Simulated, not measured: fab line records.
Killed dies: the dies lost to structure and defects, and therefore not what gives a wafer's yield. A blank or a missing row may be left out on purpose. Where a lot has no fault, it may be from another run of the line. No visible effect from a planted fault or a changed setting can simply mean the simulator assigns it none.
fab line records ; flow n5-finfet
record lots=4; wafers=12; last-day=17
route steps=1938 shown HKMG_FIN@425 BEOL_M4@1111 PASSIVATION@1936
lots that met no fault: taken from a fault-free run of the same line
start-h: hours from the record's first day to the start of the lot's first wafer shown ; wait-h: hours since the lot's step before ; " the same as in the row above ; L1.1+2: one row covering several wafers at once ; - no value, or no start given ; * or withheld: withheld ; < > ~ a bound
route shown NAME@n: NAME is a module with steps in the file, n the number in the route of the first one ; usual: mean/standard deviation taken from wafers without a fault ; same: alike in all rows ; chamber/n: place in a boat ; sites: readings site by site ; _std_site: how widely they spread, as a standard deviation ; _edge_site: outer sites' mean less inner sites' ; radius-mm: how far each site lies from the wafer's centre ; mask NAME#n: copy n ; behind: the tool/chamber that last shaped the wafer ; hold: what put the lot on hold/how long, in hours/how the hold closed ; device: the transistor (n, p or np) that didn't switch ; end of line: tests run on the same wafers once the route is complete ; a step given without rows: its recipe and nothing more ; killed: dies that structure and defects cost at the first sort, which is not the same as the wafer's yield ; map: the dies of a wafer, with x for killed, . for not killed, _ for no die there
set.NAME: the setting as run; set.NAME@STEP: as run at that earlier step ; model.NAME: the simulator's own value behind a step, which no gauge read
lots seen at some steps along the route; tables by step, rows by wafer
services: a tool's chamber out of use, with start hour (start-h, from the record's first day; less than 0 if before it), hours out, and reason
## steps
# step N5_HKMG_FIN_EBR_08
# recipe solvent=PGMEA; ebr-width-mm=1.5
# step N5_HKMG_FIN_SOFTBAKE_07
# recipe temp-c=110; time-s=60; resist=CAR-ArF
# step N5_HKMG_FIN_EXPOSE_09
# recipe mask-id=NWFM; na=1.35; source-shape=conventional; sigma-outer=0.8; polarization=unpolarized; dose-mj=39.25
# step N5_HKMG_FIN_PEB_10
# recipe peb-temp-c=withheld; peb-time-s=60; resist=CAR-ArF
# step N5_HKMG_FIN_DEVELOP_11
# recipe develop-time-s=30; developer=TMAH; resist=CAR-ArF; dev-temp-c=23; rinse-liquid=diw; dry=air-spin
# step N5_HKMG_FIN_DESCUM_17
# recipe chemistry=O2; time-s=7.9; source-power-w=50; bias-power-w=20; pressure-mtorr=20; rf-frequency-hz=2.712e+07; temp-c=40; resist=CAR-ArF; o2-flow-sccm=225
# step N5_HKMG_FIN_ETCH_31
# recipe chemistry=CF4; target=SiARC; target-depth-a=455; mask-material=CAR-ArF; time-s=75.8; ion-energy-ev=80; pressure-mtorr=40; source-w=545; bias-w=36; Ar_flow_sccm=100; cf4-flow-sccm=100; ends=cleared
# step N5_HKMG_FIN_ETCH_32
# recipe chemistry=N2/H2; target=SOC; target-depth-a=2400; temp-c=40; time-s=300; ion-energy-ev=200; mask-material=SiARC; pressure-mtorr=30; source-w=840; bias-w=150; n2-flow-sccm=200; h2-flow-sccm=200
# step N5_HKMG_FIN_STRIP_33
# recipe chemistry=N2/H2; temp-c=40; n2-flow-sccm=200; h2-flow-sccm=200; rf-frequency-hz=6e+07
# step N5_HKMG_FIN_STRIP_34
# recipe chemistry=CF4; resist=SiARC; power-w=300; bias-power-w=75; pressure-mtorr=50; cf4-flow-sccm=150; rf-frequency-hz=6e+07
# usual bias-power-w=75.03/0.22; cf4-flow-sccm=149.9/0.47; drypump-motor-current-A=5.5/0.41; oes-product-au=0.79/0.088; rf-vpp-V=271.1/1.7; showerhead-plenum-p-Torr=1.79/0.069; throttle-valve-pct=13.6/0.31
lot.wafer;tool;chamber;start-h;wait-h;bias-power-w;cf4-flow-sccm;drypump-motor-current-A;oes-product-au;rf-hours-counter-h;rf-vpp-V;showerhead-plenum-p-Torr;throttle-valve-pct;model.SiARC_of_HKMG_FIN_COAT_30.thk-nm
L442.2;rie-diel-03;3;92.21;0.0;74.92;150.5;5.4;0.83;64;273.9;1.88;13.4;0
L442.3;rie-diel-03;1;92.21;0.0;75.37;149.9;5.1;0.69;232;270.4;1.70;13.9;0
L442.6;rie-diel-03;1;92.21;0.0;75.28;150.2;5.0;0.69;-;268.3;1.70;13.9;0
L450.2;rie-diel-01;1;141.82;0.0;-;-;-;-;-;-;-;-;21.6
L450.4;rie-diel-01;1;141.82;0.0;-;-;-;-;-;-;-;-;21.8
L450.5;rie-diel-01;2;141.82;0.0;-;-;-;-;-;-;-;-;22
L451.2;rie-diel-03;1;151.69;0.0;-;-;-;-;-;-;-;-;20.6
L451.5;rie-diel-03;0;151.69;0.0;-;-;-;-;-;-;-;-;21.6
L451.6;rie-diel-03;1;151.69;0.0;-;-;-;-;-;-;-;-;20.8
L457.3;rie-diel-03;2;184.54;0.0;75.31;150.2;6.0;0.86;41;272.6;1.88;13.2;0
L457.4;rie-diel-03;0;184.54;0.0;75.11;149.8;5.5;0.72;185;270.5;1.71;14.0;0
L457.6;rie-diel-03;1;184.54;0.0;75.03;150.4;5.0;0.95;-;273.3;1.91;13.4;0
# step N5_HKMG_FIN_ETCH_35
# recipe chemistry=N2/H2; target=SOC; target-depth-a=2158; ion-energy-ev=65; bias-w=5; source-w=3000; time-s=243.4; pressure-mtorr=30; n2-flow-sccm=200; h2-flow-sccm=200
# step N5_HKMG_FIN_STRIP_92
# recipe chemistry=N2/H2; material=SOC; time-s=20; power-w=500; temp-c=40; pressure-mtorr=50; rf-frequency-hz=6e+07; bias-power-w=8; h2-frac=0.5; n2-flow-sccm=300; h2-flow-sccm=300
# step N5_HKMG_FIN_WET_ETCH_18
# recipe chemistry=SC1; target=TiN; mix=1:1:5; temp-c=*; time-s=55; target-depth-nm=5.2; dry=ipa-marangoni; rinse-time-s=30; rinse-temp-c=23
# step N5_HKMG_FIN_STRIP_19
# recipe chemistry=N2/H2; power-w=2500; temp-c=300; h2-frac=0.65; time-s=360; pressure-mtorr=withheld; n2-flow-sccm=1750; h2-flow-sccm=3250
# usual drypump-motor-current-A=5.2/0.35; h2-flow-sccm=3252/10; heater-power-w=503/39
lot.wafer;tool;chamber;start-h;wait-h;drypump-motor-current-A;h2-flow-sccm;heater-power-w;rf-hours-counter-h;model.SOC_of_HKMG_FIN_COAT_29.thk-nm
L442.2;plasma-asher-02;1;92.52;0.0;5.2;3257;545;90;0
L442.3;plasma-asher-02;0;92.52;0.0;4.8;3261;511;-;0
L442.6;plasma-asher-02;1;92.52;0.0;5.2;3260;540;-;0
L450.2;plasma-asher-02;1;142.13;0.0;5.1;3253;528;100;69.2
L450.4;plasma-asher-02;1;142.13;0.0;5.2;3245;551;-;72.4
L450.5;plasma-asher-02;1;142.13;0.0;5.2;3253;544;-;78
L451.2;plasma-asher-02;1;152.00;0.0;5.2;3260;521;102;71
L451.5;plasma-asher-02;1;152.00;0.0;5.2;3244;530;-;78.6
L451.6;plasma-asher-02;0;152.00;0.0;4.8;3252;508;-;71
L457.3;plasma-asher-02;0;184.97;0.1;4.8;3262;512;-;0
L457.4;plasma-asher-02;1;184.97;0.1;5.2;3244;540;-;0
L457.6;plasma-asher-02;1;184.97;0.1;5.2;3261;539;-;0
# step N5_HKMG_FIN_ALD_91
# recipe material=TiN; target-thk-a=10; temp-c=400; ald-precursor-family=TiCl4; ald-co-reactant=NH3; pulse-time-s=1; purge-time-s=3; co-reactant-purge-time-s=2; co-reactant-pulse-time-s=2; ald-cycles=47; pressure-torr=3
# step N5_BEOL_M4_RC_MEAS_101
# usual DIBL_N=37.5/2.5; DIBL_P=38/3.1; IOFF_N=0.19/0.059; IOFF_P=0.24/0.061; ION_N=679/16; ION_P=465/9.8; SS_N=72.0/0.8; SS_P=73.7/0.86; VT_N=248/4.5; VT_P=-249/3.5
lot.wafer;tool;chamber;start-h;wait-h;DIBL_N[mV/V];DIBL_P[mV/V];IOFF_N[nA/um];IOFF_P[nA/um];ION_N[uA/um];ION_P[uA/um];SS_N[mV/dec];SS_P[mV/dec];VT_N[mV];VT_P[mV]
L442.2;prober-01;0;188.58;0.2;35.6;37;0.16;0.24;680;472;71.6;73.0;248;-247
L442.3;prober-01;0;188.58;0.2;37.6;37;0.17;0.23;657;454;72.6;73.4;249;-249
L442.6;prober-01;0;188.58;0.2;37.2;37;0.17;0.22;674;462;71.5;73.2;253;-253
L457.3;prober-02;0;284.50;0.3;38.0;37;0.21;0.24;709;485;72.1;73.5;244;-247
L457.4;prober-02;0;284.50;0.3;37.5;36;0.19;0.23;665;453;71.9;73.7;248;-248
L457.6;prober-02;0;284.50;0.3;41.0;39;0.30;0.28;675;459;74.9;75.2;246;-246
# step N5_PASSIVATION_PROBE_49
# usual defect-limited-yield=91.0/1.4; killed_at_M0_to_M3=35/10; killed_at_M4_up=14/5.5; killed-at-contacts=13/5.6; killed-at-front-end=41/11; killed-at-other=4/3.4; killed-dies=106/16; killed-on-rim=13/4; killed-open=68/12; killed-short=35/7.3; sort_bin_4_leakage=0.3/2.1; sort_bin_5_function=5.3/0.89; sort_bin_6_memory=3.4/0.67; sort-n-pass=1070/28; sort-yield-pct=90.7/2.4
# same gross-dies=1180; killed-at-back-side=0; sort_bin_8_speed[%]=0
lot.wafer;tool;chamber;start-h;wait-h;defect-limited-yield[%];killed_at_M0_to_M3;killed_at_M4_up;killed-at-contacts;killed-at-front-end;killed-at-other;killed-dies;killed-on-rim;killed-open;killed-short;sort_bin_4_leakage[%];sort_bin_5_function[%];sort_bin_6_memory[%];sort-n-pass;sort-yield-pct[%]
L450.2;prober-02;-;355.33;0.1;0;47;16;3;1110;4;1180;152;70;36;0;96.3;3.4;0;0
L450.4;prober-02;-;355.43;0.2;0;45;17;11;1107;0;1180;152;77;35;0;95.8;3.9;0;0
L450.5;prober-02;-;355.48;0.2;0;29;17;7;1127;0;1180;152;55;26;0;96.7;3.0;0;0
L451.2;prober-02;-;376.53;0.1;0;12;10;5;1153;0;1180;152;35;22;0;98.1;1.9;0;0
L451.5;prober-02;-;376.68;0.2;0;30;15;8;1125;2;1180;152;59;31;0;96.7;3.1;0;0
L451.6;prober-02;-;376.73;0.3;0;25;4;10;1136;5;1180;152;43;26;0;97.5;2.3;0;0
L457.4;prober-01;-;398.18;0.2;92.3;26;14;12;34;5;91;7;56;31;0;4.5;3.0;1089;92.3
# killed by level:class
L450.2 HKMG_FIN:area-ald=1074 BEOL_M3:geometric-particle:open=13 BEOL_M0_SAQP:geometric-particle:short=11 FIN_SAQP:geometric-particle:short=8 STI_FIN_REVEAL:geometric-particle:open=8 FIN_SAQP:geometric-particle:open=7 BEOL_M0_SAQP:geometric-particle:open=6 BEOL_M1:geometric-particle:open=6
L450.4 HKMG_FIN:area-ald=1068 BEOL_M3:geometric-particle:open=14 FIN_SAQP:geometric-particle:open=11 MOL_CONTACT_COAG:geometric-particle:open=10 BEOL_M0_SAQP:geometric-particle:short=7 BEOL_M4:geometric-particle:open=7 BEOL_M2:geometric-particle:open=6 BEOL_M0_SAQP:geometric-particle:open=5
L450.5 HKMG_FIN:area-ald=1098 BEOL_M3:geometric-particle:open=9 FIN_SAQP:geometric-particle:open=6 BEOL_M4:geometric-particle:open=6 DUMMY_GATE:geometric-particle:open=5 MOL_CONTACT_COAG:geometric-particle:open=5 BEOL_M2:geometric-particle:open=5 FIN_SAQP:geometric-particle:short=3
L451.2 HKMG_FIN:area-ald=1122 STI_FIN_REVEAL:geometric-particle:open=8 FIN_SAQP:geometric-particle:short=7 BEOL_M0_SAQP:geometric-particle:open=6 MOL_CONTACT_COAG:geometric-particle:open=4 STI_FIN_REVEAL:geometric-particle:short=4 DUMMY_GATE:geometric-particle:open=3 BEOL_M5:geometric-particle:open=3
L451.5 HKMG_FIN:area-ald=1089 FIN_SAQP:geometric-particle:short=12 BEOL_M0_SAQP:geometric-particle:open=9 FIN_SAQP:geometric-particle:open=7 MOL_CONTACT_COAG:geometric-particle:open=7 BEOL_M0_SAQP:geometric-particle:short=7 BEOL_M7:geometric-particle:open=5 DUMMY_GATE:geometric-particle:open=4
L451.6 HKMG_FIN:area-ald=1108 STI_FIN_REVEAL:geometric-particle:open=7 MOL_CONTACT_COAG:geometric-particle:open=7 FIN_SAQP:geometric-particle:short=5 BEOL_M3:geometric-particle:open=5 BEOL_M2:geometric-particle:open=5 BEOL_M0_SAQP:geometric-particle:short=4 FIN_SAQP:geometric-particle:open=3
L457.4 MOL_CONTACT_COAG:geometric-particle:open=10 BEOL_M0_SAQP:geometric-particle:open=9 STI_FIN_REVEAL:geometric-particle:open=6 FIN_SAQP:geometric-particle:short=5 FIN_SAQP:geometric-particle:open=4 GATE_CUT:geometric-particle:short=4 BEOL_M2:geometric-particle:open=4 BEOL_M3:geometric-particle:open=4
# map L450.2 (x killed, . not)
_________________xxxxxxxxxxxx________________
______________xxxxxxxxxxxxxxxxxx_____________
___________xxxxxxxxxxxxxxxxxxxxxxxx__________
__________xxxxxxxxxxxxxxxxxxxxxxxxxx_________
________xxxxxxxxxxxxxxxxxxxxxxxxxxxxxx_______
_______xxxxxxxxxxxxxxxxxxxxxxxxxxxxxxxx______
______xxxxxxxxxxxxxxxxxxxxxxxxxxxxxxxxxx_____
_____xxxxxxxxxxxxxxxxxxxxxxxxxxxxxxxxxxxx____
____xxxxxxxxxxxxxxxxxxxxxxxxxxxxxxxxxxxxxx___
___xxxxxxxxxxxxxxxxxxxxxxxxxxxxxxxxxxxxxxxx__
___xxxxxxxxxxxxxxxxxxxxxxxxxxxxxxxxxxxxxxxx__
__xxxxxxxxxxxxxxxxxxxxxxxxxxxxxxxxxxxxxxxxxx_
__xxxxxxxxxxxxxxxxxxxxxxxxxxxxxxxxxxxxxxxxxx_
_xxxxxxxxxxxxxxxxxxxxxxxxxxxxxxxxxxxxxxxxxxxx
_xxxxxxxxxxxxxxxxxxxxxxxxxxxxxxxxxxxxxxxxxxxx
_xxxxxxxxxxxxxxxxxxxxxxxxxxxxxxxxxxxxxxxxxxxx
_xxxxxxxxxxxxxxxxxxxxxxxxxxxxxxxxxxxxxxxxxxxx
_xxxxxxxxxxxxxxxxxxxxxxxxxxxxxxxxxxxxxxxxxxxx
_xxxxxxxxxxxxxxxxxxxxxxxxxxxxxxxxxxxxxxxxxxxx
_xxxxxxxxxxxxxxxxxxxxxxxxxxxxxxxxxxxxxxxxxxxx
_xxxxxxxxxxxxxxxxxxxxxxxxxxxxxxxxxxxxxxxxxxxx
__xxxxxxxxxxxxxxxxxxxxxxxxxxxxxxxxxxxxxxxxxx_
__xxxxxxxxxxxxxxxxxxxxxxxxxxxxxxxxxxxxxxxxxx_
___xxxxxxxxxxxxxxxxxxxxxxxxxxxxxxxxxxxxxxxx__
___xxxxxxxxxxxxxxxxxxxxxxxxxxxxxxxxxxxxxxxx__
____xxxxxxxxxxxxxxxxxxxxxxxxxxxxxxxxxxxxxx___
_____xxxxxxxxxxxxxxxxxxxxxxxxxxxxxxxxxxxx____
______xxxxxxxxxxxxxxxxxxxxxxxxxxxxxxxxxx_____
_______xxxxxxxxxxxxxxxxxxxxxxxxxxxxxxxx______
________xxxxxxxxxxxxxxxxxxxxxxxxxxxxxx_______
__________xxxxxxxxxxxxxxxxxxxxxxxxxx_________
___________xxxxxxxxxxxxxxxxxxxxxxxx__________
______________xxxxxxxxxxxxxxxxxx_____________
_________________xxxxxxxxxxxx________________
# map L451.2 (x killed, . not)
_________________xxxxxxxxxxxx________________
______________xxxxxxxxxxxxxxxxxx_____________
___________xxxxxxxxxxxxxxxxxxxxxxxx__________
__________xxxxxxxxxxxxxxxxxxxxxxxxxx_________
________xxxxxxxxxxxxxxxxxxxxxxxxxxxxxx_______
_______xxxxxxxxxxxxxxxxxxxxxxxxxxxxxxxx______
______xxxxxxxxxxxxxxxxxxxxxxxxxxxxxxxxxx_____
_____xxxxxxxxxxxxxxxxxxxxxxxxxxxxxxxxxxxx____
____xxxxxxxxxxxxxxxxxxxxxxxxxxxxxxxxxxxxxx___
___xxxxxxxxxxxxxxxxxxxxxxxxxxxxxxxxxxxxxxxx__
___xxxxxxxxxxxxxxxxxxxxxxxxxxxxxxxxxxxxxxxx__
__xxxxxxxxxxxxxxxxxxxxxxxxxxxxxxxxxxxxxxxxxx_
__xxxxxxxxxxxxxxxxxxxxxxxxxxxxxxxxxxxxxxxxxx_
_xxxxxxxxxxxxxxxxxxxxxxxxxxxxxxxxxxxxxxxxxxxx
_xxxxxxxxxxxxxxxxxxxxxxxxxxxxxxxxxxxxxxxxxxxx
_xxxxxxxxxxxxxxxxxxxxxxxxxxxxxxxxxxxxxxxxxxxx
_xxxxxxxxxxxxxxxxxxxxxxxxxxxxxxxxxxxxxxxxxxxx
_xxxxxxxxxxxxxxxxxxxxxxxxxxxxxxxxxxxxxxxxxxxx
_xxxxxxxxxxxxxxxxxxxxxxxxxxxxxxxxxxxxxxxxxxxx
_xxxxxxxxxxxxxxxxxxxxxxxxxxxxxxxxxxxxxxxxxxxx
_xxxxxxxxxxxxxxxxxxxxxxxxxxxxxxxxxxxxxxxxxxxx
__xxxxxxxxxxxxxxxxxxxxxxxxxxxxxxxxxxxxxxxxxx_
__xxxxxxxxxxxxxxxxxxxxxxxxxxxxxxxxxxxxxxxxxx_
___xxxxxxxxxxxxxxxxxxxxxxxxxxxxxxxxxxxxxxxx__
___xxxxxxxxxxxxxxxxxxxxxxxxxxxxxxxxxxxxxxxx__
____xxxxxxxxxxxxxxxxxxxxxxxxxxxxxxxxxxxxxx___
_____xxxxxxxxxxxxxxxxxxxxxxxxxxxxxxxxxxxx____
______xxxxxxxxxxxxxxxxxxxxxxxxxxxxxxxxxx_____
_______xxxxxxxxxxxxxxxxxxxxxxxxxxxxxxxx______
________xxxxxxxxxxxxxxxxxxxxxxxxxxxxxx_______
__________xxxxxxxxxxxxxxxxxxxxxxxxxx_________
___________xxxxxxxxxxxxxxxxxxxxxxxx__________
______________xxxxxxxxxxxxxxxxxx_____________
_________________xxxxxxxxxxxx________________
## services
tool;chamber;start-h;hours;kind
plasma-asher-02;-;84.72;2.5;repair
rie-diel-01;3;91.95;1.8;repair
rie-diel-03;3;102.94;20.2;repair
rie-diel-03;2;110.03;1.3;repair
rie-diel-03;-;114.49;14.6;pm
rie-diel-01;3;120.80;2.2;repair
rie-diel-01;1;123.00;5.2;repair
rie-diel-01;0;141.30;-;clean
rie-diel-01;0;141.30;-;consumable-replace:focus-ring
rie-diel-01;0;141.30;18.6;scheduled-down
rie-diel-01;0;141.30;18.6;vent-cycle
rie-diel-03;1;157.81;-;clean
rie-diel-03;1;157.81;-;consumable-replace:focus-ring
rie-diel-03;1;157.81;-;consumable-replace:showerhead
rie-diel-03;1;157.81;22.6;scheduled-down
rie-diel-03;1;157.81;22.6;vent-cycle
rie-diel-01;2;159.92;-;clean
rie-diel-01;2;159.92;-;consumable-replace:focus-ring
rie-diel-01;2;159.92;-;consumable-replace:showerhead
rie-diel-01;2;159.92;23.7;scheduled-down
rie-diel-01;2;159.92;23.7;vent-cycle
rie-diel-03;0;167.94;1.8;repair
## key
first-sign step=N5_HKMG_FIN_STRIP_34; reading=tool-record; direction=missing
effect step=N5_PASSIVATION_PROBE_49; reading=sort_bin_5_function; direction=up; sigmas=99+; usual=5.3; struck=96.8
model-effect step=N5_HKMG_FIN_STRIP_34; value=SiARC_of_HKMG_FIN_COAT_30.thk-nm; without=0; struck=21.4
model-effect step=N5_HKMG_FIN_STRIP_19; value=SOC_of_HKMG_FIN_COAT_29.thk-nm; without=0; struck=73.37
more-kills-born-at N5_HKMG_FIN_ALD_91@ald-metal-03=3319; N5_HKMG_FIN_ALD_91@ald-metal-04=3240
met-at N5_HKMG_FIN_STRIP_34
struck-wafers L450.2,L450.4,L450.5,L451.2,L451.5,L451.6
later-rows-left-out L450.2,L450.4,L450.5,L451.2,L451.5,L451.6
onset-between 92.21 141.82
fault kind=skipped-step-whole; tool=rie-diel-01,rie-diel-03; chamber=-; onset-h=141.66; steps=N5_HKMG_FIN_STRIP_34; scope=struck-lots-only
# later-rows-left-out: the simulator's readings of these wafers behind a module that went badly wrong aren't trusted and aren't shown, but for the sort
